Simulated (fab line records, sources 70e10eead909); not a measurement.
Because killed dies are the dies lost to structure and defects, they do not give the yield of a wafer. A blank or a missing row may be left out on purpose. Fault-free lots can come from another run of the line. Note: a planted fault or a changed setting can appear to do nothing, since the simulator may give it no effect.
Matching of chambers | flow nand-harc | NHARC_P_BONDPAD_ACTIVATE_29 on rie-diel-05 has 4 sister chambers
The step chemistry N2, time 60 s. 14 wafers are shown with their chamber, then 7 later ones without.

## WAFERS PAIRED WITH THEIR CHAMBERS
wafer  | chamber | showerhead-plenum-p-Torr (Torr) | oes-product-au (a.u.) | rf-vpp-V (V)
L456.2 | 3       | 1.72                            | 0.991                 | 65.4
L456.3 | 0       | 1.80                            | 1.005                 | 64.0
L456.5 | 3       | 1.72                            | 0.990                 | 64.7
L457.1 | 2       | 1.85                            | 1.002                 | 63.4
L457.4 | 0       | 1.80                            | 1.008                 | 64.8
L457.6 | 2       | 1.85                            | 1.003                 | 65.4
L461.1 | 3       | 1.72                            | 0.983                 | 65.9
L461.2 | 2       | 1.85                            | 0.993                 | 65.6
L461.4 | 0       | 1.80                            | 1.002                 | 64.2
L465.2 | 2       | 1.85                            | 0.990                 | 64.7
L465.3 | 3       | 1.72                            | 0.991                 | 64.8
L465.5 | 0       | 1.79                            | 1.001                 | 65.3
L466.1 | 2       | 1.85                            | 0.992                 | 64.7
L466.2 | 1       | 1.82                            | 1.006                 | 65.7

SIGNATURES, as means of the wafers listed above
reading                  | chamber 0 | chamber 1 | chamber 2 | chamber 3 | scatter within a chamber
showerhead-plenum-p-Torr | 1.7975    | 1.8200    | 1.8500    | 1.7200    | 0.00274
oes-product-au           | 1.00400   | 1.00600   | 0.99600   | 0.98875   | 0.0047
rf-vpp-V                 | 64.575    | 65.700    | 64.760    | 65.200    | 0.704
Rule: for each reading, subtract the chamber's mean from the wafer's reading, divide by that reading's scatter and square the result; add these up over the readings and take the root, which gives the wafer's distance from the chamber. The wafer belongs to the nearest chamber; if the next one is less than 2 further off, it can't be placed. The scatter: take each reading less its chamber's mean, square it, sum over the shown wafers, divide by the number of wafers less the number of chambers, and take the root.

## WAFERS MISSING THEIR CHAMBER
wafer  | showerhead-plenum-p-Torr (Torr) | oes-product-au (a.u.) | rf-vpp-V (V)
L466.4 | 1.79                            | 1.011                 | 65.1
L467.1 | 1.85                            | 0.984                 | 64.7
L467.4 | 1.82                            | 1.001                 | 66.1
L467.6 | 1.72                            | 0.981                 | 64.1
L476.2 | 1.72                            | 0.995                 | 64.8
L476.3 | 1.85                            | 0.990                 | 64.3
L476.4 | 1.82                            | 1.001                 | 63.9

## CHAMBER TAKEN BY EACH
wafer  | from the rows above | in truth
L466.4 | 0                   | 0
L467.1 | 2                   | 2
L467.4 | 1                   | 1
L467.6 | 3                   | 3
L476.2 | 3                   | 3
L476.3 | 2                   | 2
L476.4 | 1                   | 1
7 of 7 placed correctly. Can't be placed from these rows: 0. 0 placed wrongly.
